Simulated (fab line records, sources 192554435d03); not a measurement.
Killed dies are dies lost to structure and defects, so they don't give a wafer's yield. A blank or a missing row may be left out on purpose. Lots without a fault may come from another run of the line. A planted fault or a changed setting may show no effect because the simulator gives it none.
Which tool did it? | flow n5_finfet | 10 lots, 30 wafers sampled, at 3 steps of a route of 1938

WHAT THE GAUGES READ, wafer by wafer
N5_BEOL_M6_THK_MEAS_01. Usual: M6_ILD_THK 154.8 nm, standard deviation 1.8.
lot  | measured     | on            | M6_ILD_THK (nm)   | flag
L626 | day 8 13:10  | film_metro-02 | 152.4 155.0 155.1 |
L629 | day 8 18:34  | film_metro-01 | 152.3 152.7 154.7 |
L632 | day 9 21:04  | film_metro-01 | 152.7 154.0 156.7 |
L633 | day 10 04:34 | film_metro-01 | 151.3 154.5 154.6 |
L634 | day 10 05:44 | film_metro-02 | 155.1 157.1 156.9 |
L636 | day 10 15:38 | film_metro-01 | 156.7 156.8 155.9 |
L637 | day 11 06:01 | film_metro-01 | 153.6 158.7 154.7 |
L644 | day 12 22:06 | film_metro-02 | 154.6 157.4 157.3 |
L646 | day 13 11:51 | film_metro-01 | 150.2 152.4 155.6 |
L647 | day 13 16:29 | film_metro-02 | 151.6 154.4 157.9 |

WHICH TOOL RAN EACH LOT (tool, then ch and the chambers of the sampled wafers, then the start)
lot  | N5_BEOL_M5_SPUTTER_83        | N5_BEOL_M5_CMP_52
L626 | pvd_sputter-02, day 8 09:13  | cmp-02 ch 0,1,3, day 8 11:58
L629 | pvd_sputter-01, day 8 14:22  | cmp-03 ch 0,1,3, day 8 17:26
L632 | pvd_sputter-03, day 9 17:08  | cmp-03 ch 0,1,2, day 9 19:53
L633 | pvd_sputter-01, day 10 00:40 | cmp-03 ch 1,2,3, day 10 03:20
L634 | pvd_sputter-03, day 10 01:49 | cmp-01 ch 0,1,2, day 10 04:29
L636 | pvd_sputter-03, day 10 08:01 | cmp-02 ch 0,3, day 10 14:25
L637 | pvd_sputter-03, day 11 02:03 | cmp-01 ch 0,2,3, day 11 04:51
L644 | pvd_sputter-01, day 12 17:55 | cmp-02 ch 2,3, day 12 20:56
L646 | pvd_sputter-01, day 13 07:38 | cmp-01 ch 0,2,3, day 13 10:40
L647 | pvd_sputter-03, day 13 12:34 | cmp-01 ch 1,2,3, day 13 15:17
- N5_BEOL_M5_SPUTTER_83: material Cu, target thk 15 nm, time 27.62 s.
- N5_BEOL_M5_CMP_52: polishes, stops on SiCOH lowk, t overpolish 6.9 s, target thk 62 nm.

WHAT THE TOOLS THEMSELVES READ (means of the sampled wafers that have a number; where no wafer has one, the mark that the record gives instead)
N5_BEOL_M5_SPUTTER_83. Usual: substrate_temp_c -20.01 C, standard deviation 0.089; throttle_valve_pct 29.8 %, standard deviation 1.3.
lot  | tool           | substrate_temp_c (C) | throttle_valve_pct (%) | flag
L626 | pvd_sputter-02 | -19.99               | 29.2                   |
L629 | pvd_sputter-01 | -19.94               | 29.7                   |
L632 | pvd_sputter-03 | -20.01               | 30.6                   |
L633 | pvd_sputter-01 | -20.00               | 30.4                   |
L634 | pvd_sputter-03 | -20.01               | 29.8                   |
L636 | pvd_sputter-03 | -20.01               | 31.5                   |
L637 | pvd_sputter-03 | -19.97               | 29.7                   |
L644 | pvd_sputter-01 | -19.97               | 30.3                   |
L646 | pvd_sputter-01 | -20.08               | 29.6                   |
L647 | pvd_sputter-03 | -19.95               | 31.2                   |

N5_BEOL_M5_CMP_52. Usual: barrier_field_endpoint_s 24.6 s, standard deviation 0.5; motor_current_A 5.9 A, standard deviation 0.47; overpolish_run_s 6.899 s, standard deviation 0.0093; retaining_ring_pressure_frac 1.000, standard deviation 0.0047; time_to_endpoint_s 62.6 s, standard deviation 2.9.
lot  | tool   | barrier_field_endpoint_s (s) | motor_current_A (A) | overpolish_run_s (s) | retaining_ring_pressure_frac | time_to_endpoint_s (s) | flag
L626 | cmp-02 | 24.5                         | 6.0                 | 6.894                | 1.002                        | 61.5                   |
L629 | cmp-03 | 24.8                         | 6.2                 | 6.911                | 1.001                        | 65.1                   |
L632 | cmp-03 | 25.1                         | 5.5                 | 6.893                | 1.003                        | 66.4                   |
L633 | cmp-03 | 24.5                         | 6.4                 | 6.891                | 1.001                        | 60.2                   |
L634 | cmp-01 | 24.5                         | 6.0                 | 6.898                | 1.003                        | 57.4                   |
L636 | cmp-02 | 24.0                         | 6.0                 | 6.889                | 1.005                        | 62.6                   |
L637 | cmp-01 | 24.1                         | 5.9                 | 6.912                | 1.003                        | 61.4                   |
L644 | cmp-02 | 24.8                         | 5.8                 | 6.900                | 1.004                        | 60.4                   |
L646 | cmp-01 | 24.4                         | 5.8                 | 6.896                | 1.001                        | 62.4                   |
L647 | cmp-01 | 25.0                         | 5.7                 | 6.903                | 0.995                        | 64.5                   |

THE ANSWER, worked out from the rows above alone
Rule: a lot is off if the mean of its wafers that have a number lies more than 3 standard deviations from the usual mean. A lot without any number at a reading at which 4 lots or more have one is off too. The other lots that the step has rows for count as sound. The gauges are gone through in route order, then the tools' own readings, and for those a lot's mean is taken as printed above. The first step at which some lot is off is used, and at that step the reading that is off furthest; a lot without a number counts as furthest.
No lot is off at any reading shown: from this, nothing can be told.

WHAT THE SIMULATOR HAD PUT IN
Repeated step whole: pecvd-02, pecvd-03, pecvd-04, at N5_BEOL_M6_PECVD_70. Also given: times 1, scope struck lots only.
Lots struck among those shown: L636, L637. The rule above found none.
